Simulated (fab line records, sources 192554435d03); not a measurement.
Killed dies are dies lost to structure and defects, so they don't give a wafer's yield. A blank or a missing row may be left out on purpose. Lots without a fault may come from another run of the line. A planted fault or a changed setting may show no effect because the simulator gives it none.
Split-lot experiment | flow n5_finfet | 7 lots, 21 wafers read, on a route of 1938 steps

THE SPLIT
At N5_BEOL_M5_COAT_71 (time 60 s, resist thk 5 nm), the setting spin_rpm was moved away from the recipe's 1500 rpm on 10 of the 21 wafers read, by -4.2% to +7.0%. The other wafers ran this setting at the recipe's value.

FROM THE SPLIT TO THE READING: what the file shows between them, 3 steps
- N5_BEOL_M5_COAT_05: resist thk 30 nm
- N5_BEOL_M5_EBR_07
- N5_BEOL_M5_DESCUM_16: chemistry O2, time 7 s

THE READING
etch.depth_nm (the simulator's own value, which no gauge read), in nm, at N5_BEOL_M5_ETCH_72 (etches underlayer in N2/H2, target depth 6.5 nm, time 5.2 s). The file gives no usual value for it. The 11 wafers here that ran the recipe average 5.014 nm, standard deviation 0.011 nm.

wafer  | tool, chamber at the split | spin_rpm as run, rpm | against the recipe | etch.depth_nm, nm | against lot-mates on the recipe
L075.1 | litho_track-05, 0          | 1500                 | recipe             | 4.998             | -
L075.3 | litho_track-05, 0          | 1603                 | +6.9%              | 4.834             | -0.168
L075.4 | litho_track-05, 0          | 1500                 | recipe             | 5.007             | -
L076.1 | litho_track-03, 0          | 1500                 | recipe             | 5.02              | -
L076.2 | litho_track-03, 0          | 1601                 | +6.7%              | 4.861             | -0.159
L076.6 | litho_track-03, 0          | 1601                 | +6.7%              | 4.856             | -0.164
L081.1 | litho_track-01, 0          | 1605                 | +7.0%              | 4.831             | -0.174
L081.3 | litho_track-01, 0          | 1500                 | recipe             | 5.005             | -
L081.6 | litho_track-01, 0          | 1605                 | +7.0%              | 4.852             | -0.153
L083.1 | litho_track-01, 0          | 1500                 | recipe             | 5.011             | -
L083.3 | litho_track-01, 0          | 1500                 | recipe             | 5.014             | -
L083.4 | litho_track-01, 0          | 1500                 | recipe             | 5.016             | -
L086.1 | litho_track-03, 0          | 1500                 | recipe             | 5.006             | -
L086.3 | litho_track-03, 0          | 1500                 | recipe             | 5.01              | -
L086.5 | litho_track-03, 0          | 1437                 | -4.2%              | 5.115             | +0.107
L096.2 | litho_track-05, 0          | 1500                 | recipe             | 5.028             | -
L096.3 | litho_track-05, 0          | 1500                 | recipe             | 5.037             | -
L096.6 | litho_track-05, 0          | 1605                 | +7.0%              | 4.872             | -0.160
L095.2 | litho_track-05, 0          | 1443                 | -3.8%              | 5.108             | no lot-mate on the recipe
L095.5 | litho_track-05, 0          | 1443                 | -3.8%              | 5.11              | no lot-mate on the recipe
L095.6 | litho_track-05, 0          | 1443                 | -3.8%              | 5.115             | no lot-mate on the recipe

THE FIT
A straight line over all 21 wafers: etch.depth_nm changes by -0.024 nm for each +1% of spin_rpm; r = -0.99; the points scatter about the line by 0.012 nm.
The same after taking each lot's own level away (the mean of its wafers on the recipe; 18 wafers): -0.0239 nm for each +1%; r = -1.00; scatter 0.0054 nm.
On that fit, the largest move of spin_rpm shifts the reading by 0.17 nm.
The lots' own levels span 5.0025 to 5.0325 nm, that is 2.8 times the standard deviation above.
So the lot-to-lot level changes the slope little: the two slopes agree.
Check: with one of the wafers moved furthest among these (+7.0%) left out of the fit, the line predicts -0.165 nm for it against its lot-mates. It came out at -0.174 nm against them.

THE FILE'S OWN FIT
etch.depth_nm changes by -0.0238 nm for each +1% of spin_rpm, r = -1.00.
